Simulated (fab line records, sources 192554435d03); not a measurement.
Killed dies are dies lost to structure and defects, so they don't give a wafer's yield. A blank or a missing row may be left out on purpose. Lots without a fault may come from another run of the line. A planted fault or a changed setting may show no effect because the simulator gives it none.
Split-lot experiment | flow n5_finfet | 7 lots, 39 wafers read, on a route of 1938 steps

THE SPLIT
At N5_SPACER0_ALD_07 (deposits SiNx, target thk 2 nm), the setting target_thk_a was moved away from the recipe's 20 angstrom on 18 of the 39 wafers read, by -13.5% to +15.4%. The other wafers ran this setting at the recipe's value.

The reading is taken at the split's own step.

THE READING
SiNx_of_SPACER0_ALD_07.thk_nm (the simulator's own value, which no gauge read), in nm, at N5_SPACER0_ALD_07 (deposits SiNx, target thk 2 nm). The file gives no usual value for it.

wafer  | tool, chamber at the split | target_thk_a as run, angstrom | against the recipe | SiNx_of_SPACER0_ALD_07.thk_nm, nm | against lot-mates on the recipe
L074.1 | ald_sin-03, 1,0,1          | 17.3                          | -13.5%             | 1.8                               | -0.2
L074.5 | ald_sin-03, 1,0,1          | 17.3                          | -13.5%             | 1.8                               | -0.2
L074.6 | ald_sin-03, 1,0,1          | 17.3                          | -13.5%             | 1.8                               | -0.2
L074.2 | ald_sin-03, 3,2,0          | 20                            | recipe             | 2                                 | -
L074.3 | ald_sin-03, 3,2,0          | 20                            | recipe             | 2                                 | -
L074.4 | ald_sin-03, 3,2,0          | 20                            | recipe             | 2                                 | -
L075.1 | ald_sin-02, 0,2,0          | 20                            | recipe             | 2                                 | -
L075.3 | ald_sin-02, 0,2,0          | 20                            | recipe             | 2                                 | -
L075.5 | ald_sin-02, 0,2,0          | 20                            | recipe             | 2                                 | -
L079.1 | ald_sin-02, 0,2,3          | 21.91                         | +9.5%              | 2.2                               | +0.2
L079.3 | ald_sin-02, 0,2,3          | 21.91                         | +9.5%              | 2.2                               | +0.2
L079.4 | ald_sin-02, 0,2,3          | 21.91                         | +9.5%              | 2.2                               | +0.2
L079.2 | ald_sin-02, 1,0,1          | 20                            | recipe             | 2                                 | -
L079.5 | ald_sin-02, 1,0,1          | 20                            | recipe             | 2                                 | -
L079.6 | ald_sin-02, 1,0,1          | 20                            | recipe             | 2                                 | -
L080.1 | ald_sin-02, 1,3,2          | 20                            | recipe             | 2                                 | -
L080.3 | ald_sin-02, 1,3,2          | 20                            | recipe             | 2                                 | -
L080.6 | ald_sin-02, 1,3,2          | 20                            | recipe             | 2                                 | -
L080.2 | ald_sin-02, 2,0,1          | 23.08                         | +15.4%             | 2.4                               | +0.4
L080.4 | ald_sin-02, 2,0,1          | 23.08                         | +15.4%             | 2.4                               | +0.4
L080.5 | ald_sin-02, 2,0,1          | 23.08                         | +15.4%             | 2.4                               | +0.4
L081.1 | ald_sin-02, 2,1,0          | 20                            | recipe             | 2                                 | -
L081.3 | ald_sin-02, 2,1,0          | 20                            | recipe             | 2                                 | -
L081.5 | ald_sin-02, 2,1,0          | 20                            | recipe             | 2                                 | -
L081.2 | ald_sin-02, 3,0,3          | 18.64                         | -6.8%              | 1.8                               | -0.2
L081.4 | ald_sin-02, 3,0,3          | 18.64                         | -6.8%              | 1.8                               | -0.2
L081.6 | ald_sin-02, 3,0,3          | 18.64                         | -6.8%              | 1.8                               | -0.2
L086.1 | ald_sin-03, 3,1,2          | 20                            | recipe             | 2                                 | -
L086.5 | ald_sin-03, 3,1,2          | 20                            | recipe             | 2                                 | -
L086.6 | ald_sin-03, 3,1,2          | 20                            | recipe             | 2                                 | -
L086.2 | ald_sin-03, 1              | 20.93                         | +4.6%              | 2.2                               | +0.2
L086.3 | ald_sin-03, 0,2            | 20.93                         | +4.6%              | 2                                 | +0.0
L086.4 | ald_sin-03, 0,2            | 20.93                         | +4.6%              | 2                                 | +0.0
L089.1 | ald_sin-03, 2,3,3          | 20                            | recipe             | 2                                 | -
L089.3 | ald_sin-03, 2,3,3          | 20                            | recipe             | 2                                 | -
L089.6 | ald_sin-03, 2,3,3          | 20                            | recipe             | 2                                 | -
L089.2 | ald_sin-03, 1,2            | 21.08                         | +5.4%              | 2.2                               | +0.2
L089.5 | ald_sin-03, 1,2            | 21.08                         | +5.4%              | 2.2                               | +0.2
L089.4 | ald_sin-03, 0              | 21.08                         | +5.4%              | 2                                 | +0.0
Where a row lists several chambers, the file gives one row for several wafers and doesn't say which wafer went through which chamber.

THE FIT
A straight line over all 39 wafers: SiNx_of_SPACER0_ALD_07.thk_nm changes by +0.0215 nm for each +1% of target_thk_a; r = +0.94; the points scatter about the line by 0.053 nm.
The same after taking each lot's own level away (the mean of its wafers on the recipe; 39 wafers): +0.0215 nm for each +1%; r = +0.94; scatter 0.053 nm.
On that fit, the largest move of target_thk_a shifts the reading by 0.33 nm.
The lots' own levels span 2.00 to 2.00 nm.
So the lot-to-lot level changes the slope little: the two slopes agree.
Check: with one of the wafers moved furthest among these (+15.4%) left out of the fit, the line predicts +0.327 nm for it against its lot-mates. It came out at +0.4 nm against them.

OTHER SPLITS ON THESE WAFERS
These wafers also went through other splits before the reading. Each is held against what the fit with the lots' levels taken away leaves over:
other split on the same wafers | wafers away from the commonest value | r with SiNx_of_SPACER0_ALD_07.thk_nm (lot level and that fit taken away)
N5_FIN_SAQP_HM_DEP_72 time_s   | 15                                   | +0.10
N5_FIN_SAQP_FIN_ETCH_36 icp_w  | 18                                   | -0.01
N5_DUMMY_GATE_ETCH_37 source_w | 15                                   | -0.02

THE FILE'S OWN FIT
SiNx_of_SPACER0_ALD_07.thk_nm changes by +0.0217 nm for each +1% of target_thk_a, r = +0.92.
